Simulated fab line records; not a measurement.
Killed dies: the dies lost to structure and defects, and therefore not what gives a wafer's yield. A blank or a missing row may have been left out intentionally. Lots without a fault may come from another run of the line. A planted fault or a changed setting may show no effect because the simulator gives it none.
A lot that was struck, set against a sound lot	flow n5-finfet	36 out of 1938 route steps
Sound: wafers L699.2, L699.3, L699.4. Struck: wafer L696.4. (L696.2, L696.5 of the same lot were not struck and are left out.) The cause comes at the end.
Each step with rows lists, per side, the tool, then ch with its chambers, then its first start. Under that, the readings that differ: sound wafers	struck wafers	difference of the means	sigmas: that difference in standard deviations of wafers without a fault.
alike: readings whose means differ by less than 2 such deviations, and words and numbers that are the same on both sides. not compared: withheld readings, readings that some wafer has no value for, bounds like >300 that may hide the same value, and numbers for which the record gives no deviation and whose values overlap.
The two part at a step that has a row with sigmas, a row that says differs or no value, or rows on one side only. When numbers do not overlap yet have no deviation, they are printed without sigmas and do not part them. A reading that every wafer of one side lacks parts them only if that side has two wafers or more.

first, 9 steps without rows for these wafers: N5_BEOL_M4_ANNEAL_95 (time 240 s); N5_BEOL_M4_SPUTTER_96 (material Cu, target thk 4.5 nm, time 8.29 s); N5_BEOL_M4_ECD_50 (material Cu, target thk 300 nm); N5_BEOL_M4_ANNEAL_51 (time 90 s); N5_BEOL_M4_CMP_52 (polishes, stops on SiOC, t overpolish 6.8 s, target thk 40 nm); N5_BEOL_M4_PRE_CLEAN_60 (time 15 s); N5_BEOL_M4_CO_CAP_55 (material Co, precursor CCTBA/H2, target thk 2 nm, time 102.1 s); N5_BEOL_M4_PRE_CLEAN_56 (time 15 s); N5_BEOL_M4_DEP_57 (deposits SiCN from 3MS/NH3, target thk 8 nm, time 14 s).
N5_BEOL_M4_RC_MEAS_101:
  sound on prober-02 ch 0, day 12 14:52; struck on prober-02 ch 0, day 12 04:51
  alike: DIBL_N, DIBL_P, IOFF_N, IOFF_P, ION_N, ION_P, SS_N, SS_P, VT_N, VT_P
then, 24 steps without rows for these wafers: N5_BEOL_M5_ILD_DEP_00 (deposits SiCOH lowk from DEMS/porogen, target thk 140.64 nm, time 25.9 s); N5_BEOL_M5_CURE_79 (cures SiCOH lowk, time 240 s); N5_BEOL_M5_PECVD_70 (deposits SiO2 from TEOS/O2, target thk 16 nm, time 18 s); N5_BEOL_M5_HM_DEP_02 (deposits TiN, target thk 20 nm); N5_BEOL_M5_COAT_59 (time 60 s, resist thk 60 nm); N5_BEOL_M5_COAT_60 (time 60 s, resist thk 12 nm); N5_BEOL_M5_COAT_71 (time 60 s, resist thk 5 nm); N5_BEOL_M5_COAT_05 (resist thk 30 nm); N5_BEOL_M5_EBR_07; N5_BEOL_M5_SOFTBAKE_06 (time 60 s); N5_BEOL_M5_EXPOSE_08 (exposes mask M5, target cd 28 nm); N5_BEOL_M5_PEB_09 (peb time 60 s); N5_BEOL_M5_DEVELOP_10 (develop time 30 s); N5_BEOL_M5_DESCUM_16 (chemistry O2, time 7 s); N5_BEOL_M5_ETCH_72 (etches underlayer in N2/H2, target depth 6.5 nm, time 5.2 s); N5_BEOL_M5_ETCH_61 (etches SiARC in CF4, target depth 15.6 nm, time 26 s); N5_BEOL_M5_ETCH_62 (etches SOC in N2/H2, target depth 75 nm, overetch 15 nm, time 112.5 s); N5_BEOL_M5_STRIP_63 (strips in N2/H2); N5_BEOL_M5_STRIP_73 (strips in N2/H2); N5_BEOL_M5_STRIP_64 (strips in CF4); N5_BEOL_M5_HM_OPEN_17 (chemistry Cl2/BCl3, target TiN, target depth 20 nm, overetch 6 nm); N5_BEOL_M5_STRIP_19 (strips in O2); N5_BEOL_M5_COAT_65 (time 60 s, resist thk 60 nm); N5_BEOL_M5_COAT_66 (time 60 s, resist thk 12 nm).
-- record jumps: 4 days separate the struck wafers' starts on either side; left off in module BEOL_M5, taken up again in module MIM_TOP_ETCH, whose first shown step is the route's number 1851 --
N5_MIM_TOP_ETCH_ETCH_00: etches TiN in Cl2/BCl3, target depth 38.5 nm.
  sound on rie-metal-02 ch 0,1, day 16 05:22; struck on rie-metal-01 ch 0, day 15 23:49
reading	sound	struck	difference	sigmas
oes-product-au (a.u.)	0.78 0.78 0.74	0.62	-0.15	-3
model.etch.depth-nm (nm)	38.95 39.16 38.74	32.51	-6.44	
model.MIM_TOP_ETCH.feature-depth-nm (nm)	39 39.2 38.8	32.6	-6.4	
  alike: drypump-motor-current-A, oes_ar_750_au, throttle-valve-pct
  not compared: rf-hours-counter-h
N5_PASSIVATION_PROBE_49:
  only the struck wafers here have rows in the record (prober-02, day 16 10:11); the sound ones have none

WHERE THEY PART
First at N5_MIM_TOP_ETCH_ETCH_00; last, within this record, at N5_PASSIVATION_PROBE_49.

WHY: the cause the simulator had injected
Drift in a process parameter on rie-metal-01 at N5_MIM_TOP_ETCH_ETCH_00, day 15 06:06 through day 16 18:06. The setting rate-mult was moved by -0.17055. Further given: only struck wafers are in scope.
